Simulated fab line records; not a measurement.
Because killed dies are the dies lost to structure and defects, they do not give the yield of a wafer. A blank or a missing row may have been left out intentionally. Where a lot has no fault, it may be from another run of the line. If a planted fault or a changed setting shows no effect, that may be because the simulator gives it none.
Lot-split experiment || flow n5-finfet || route with 1938 steps; 7 lots, 21 wafers read

## ON THE SPLIT
At N5_BEOL_M11_COAT_64 (time 60 s, resist thk 30 nm), the setting spin-rpm was moved away from the recipe's 1500 rpm on 6 of the 21 wafers read, by -10.3% to +8.4%. The other wafers ran this setting at the recipe's value.

The split's own step is where the reading is taken.

## THE READING
SiARC_of_BEOL_M11_COAT_64.thk-nm (the simulator's own value, which no gauge read), in nm, at N5_BEOL_M11_COAT_64 (time 60 s, resist thk 30 nm). The file does not state a usual value for it. Average 30.1 nm, standard deviation 0.088 nm, over the 15 wafers here run with the recipe.

{"wafer": "L082.1", "tool, chamber at the split": "litho-track-02, 0", "spin-rpm as run, rpm": 1500, "against the recipe": "recipe", "SiARC_of_BEOL_M11_COAT_64.thk-nm, nm": 30, "against lot-mates on the recipe": "-"}
{"wafer": "L082.2", "tool, chamber at the split": "litho-track-02, 0", "spin-rpm as run, rpm": 1500, "against the recipe": "recipe", "SiARC_of_BEOL_M11_COAT_64.thk-nm, nm": 30, "against lot-mates on the recipe": "-"}
{"wafer": "L082.6", "tool, chamber at the split": "litho-track-02, 0", "spin-rpm as run, rpm": 1500, "against the recipe": "recipe", "SiARC_of_BEOL_M11_COAT_64.thk-nm, nm": 30, "against lot-mates on the recipe": "-"}
{"wafer": "L083.1", "tool, chamber at the split": "litho-track-04, 0", "spin-rpm as run, rpm": 1563, "against the recipe": "+4.2%", "SiARC_of_BEOL_M11_COAT_64.thk-nm, nm": 29.4, "against lot-mates on the recipe": -0.6}
{"wafer": "L083.4", "tool, chamber at the split": "litho-track-04, 0", "spin-rpm as run, rpm": 1500, "against the recipe": "recipe", "SiARC_of_BEOL_M11_COAT_64.thk-nm, nm": 30, "against lot-mates on the recipe": "-"}
{"wafer": "L083.6", "tool, chamber at the split": "litho-track-04, 0", "spin-rpm as run, rpm": 1500, "against the recipe": "recipe", "SiARC_of_BEOL_M11_COAT_64.thk-nm, nm": 30, "against lot-mates on the recipe": "-"}
{"wafer": "L087.1", "tool, chamber at the split": "litho-track-02, 0", "spin-rpm as run, rpm": 1626, "against the recipe": "+8.4%", "SiARC_of_BEOL_M11_COAT_64.thk-nm, nm": 29, "against lot-mates on the recipe": -1.2}
{"wafer": "L087.4", "tool, chamber at the split": "litho-track-02, 0", "spin-rpm as run, rpm": 1500, "against the recipe": "recipe", "SiARC_of_BEOL_M11_COAT_64.thk-nm, nm": 30.2, "against lot-mates on the recipe": "-"}
{"wafer": "L087.6", "tool, chamber at the split": "litho-track-02, 0", "spin-rpm as run, rpm": 1500, "against the recipe": "recipe", "SiARC_of_BEOL_M11_COAT_64.thk-nm, nm": 30.2, "against lot-mates on the recipe": "-"}
{"wafer": "L090.2", "tool, chamber at the split": "litho-track-04, 0", "spin-rpm as run, rpm": 1500, "against the recipe": "recipe", "SiARC_of_BEOL_M11_COAT_64.thk-nm, nm": 30, "against lot-mates on the recipe": "-"}
{"wafer": "L090.3", "tool, chamber at the split": "litho-track-04, 0", "spin-rpm as run, rpm": 1500, "against the recipe": "recipe", "SiARC_of_BEOL_M11_COAT_64.thk-nm, nm": 30.2, "against lot-mates on the recipe": "-"}
{"wafer": "L090.5", "tool, chamber at the split": "litho-track-04, 0", "spin-rpm as run, rpm": 1500, "against the recipe": "recipe", "SiARC_of_BEOL_M11_COAT_64.thk-nm, nm": 30.2, "against lot-mates on the recipe": "-"}
{"wafer": "L092.1", "tool, chamber at the split": "litho-track-05, 0", "spin-rpm as run, rpm": 1449, "against the recipe": "-3.4%", "SiARC_of_BEOL_M11_COAT_64.thk-nm, nm": 30.6, "against lot-mates on the recipe": "+0.6"}
{"wafer": "L092.3", "tool, chamber at the split": "litho-track-05, 0", "spin-rpm as run, rpm": 1500, "against the recipe": "recipe", "SiARC_of_BEOL_M11_COAT_64.thk-nm, nm": 30, "against lot-mates on the recipe": "-"}
{"wafer": "L092.5", "tool, chamber at the split": "litho-track-05, 0", "spin-rpm as run, rpm": 1449, "against the recipe": "-3.4%", "SiARC_of_BEOL_M11_COAT_64.thk-nm, nm": 30.4, "against lot-mates on the recipe": "+0.4"}
{"wafer": "L093.3", "tool, chamber at the split": "litho-track-02, 0", "spin-rpm as run, rpm": 1500, "against the recipe": "recipe", "SiARC_of_BEOL_M11_COAT_64.thk-nm, nm": 30, "against lot-mates on the recipe": "-"}
{"wafer": "L093.6", "tool, chamber at the split": "litho-track-02, 0", "spin-rpm as run, rpm": 1500, "against the recipe": "recipe", "SiARC_of_BEOL_M11_COAT_64.thk-nm, nm": 30, "against lot-mates on the recipe": "-"}
{"wafer": "L093.4", "tool, chamber at the split": "litho-track-02, 0", "spin-rpm as run, rpm": 1345, "against the recipe": "-10.3%", "SiARC_of_BEOL_M11_COAT_64.thk-nm, nm": 31.6, "against lot-mates on the recipe": "+1.6"}
{"wafer": "L094.1", "tool, chamber at the split": "litho-track-05, 0", "spin-rpm as run, rpm": 1500, "against the recipe": "recipe", "SiARC_of_BEOL_M11_COAT_64.thk-nm, nm": 30, "against lot-mates on the recipe": "-"}
{"wafer": "L094.5", "tool, chamber at the split": "litho-track-05, 0", "spin-rpm as run, rpm": 1500, "against the recipe": "recipe", "SiARC_of_BEOL_M11_COAT_64.thk-nm, nm": 30, "against lot-mates on the recipe": "-"}
{"wafer": "L094.6", "tool, chamber at the split": "litho-track-05, 0", "spin-rpm as run, rpm": 1375, "against the recipe": "-8.3%", "SiARC_of_BEOL_M11_COAT_64.thk-nm, nm": 31.4, "against lot-mates on the recipe": "+1.4"}

FIT RESULTS
A straight line over all 21 wafers: SiARC_of_BEOL_M11_COAT_64.thk-nm changes by -0.145 nm for each +1% of spin-rpm; r = -0.98; the points scatter about the line by 0.1 nm.
The same after taking each lot's own level away (the mean of its wafers on the recipe; 21 wafers): -0.153 nm for each +1%; r = -0.99; scatter 0.061 nm.
That fit puts the effect of the largest move of spin-rpm on the reading at 1.6 nm.
The lots' own levels span 30.00 to 30.20 nm, that is 2.3 times the standard deviation above.
The two slopes are in agreement: the lot-to-lot level therefore moves the slope only a little.
Check: +1.59 nm against its lot-mates is what the line predicts for one of the wafers moved furthest among these (-10.3%) when that wafer is left out of the fit. Against them it came out at +1.6 nm.

## OTHER SPLITS ON THESE WAFERS
Before the reading, these wafers also passed through other splits. Each is held against what the fit with the lots' levels taken away leaves over:
{"other split on the same wafers": "N5_BEOL_M9_EXPOSE_25 dose-mj", "wafers away from the commonest value": 7, "r with SiARC_of_BEOL_M11_COAT_64.thk-nm (lot level and that fit taken away)": -0.13}
{"other split on the same wafers": "N5_BEOL_M10_ILD_DEP_00 time-s", "wafers away from the commonest value": 9, "r with SiARC_of_BEOL_M11_COAT_64.thk-nm (lot level and that fit taken away)": "+0.20"}
{"other split on the same wafers": "N5_BEOL_M10_EXPOSE_08 dose-mj", "wafers away from the commonest value": 5, "r with SiARC_of_BEOL_M11_COAT_64.thk-nm (lot level and that fit taken away)": -0.02}

## THE FILE'S OWN FIT
SiARC_of_BEOL_M11_COAT_64.thk-nm changes by -0.154 nm for each +1% of spin-rpm, r = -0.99.
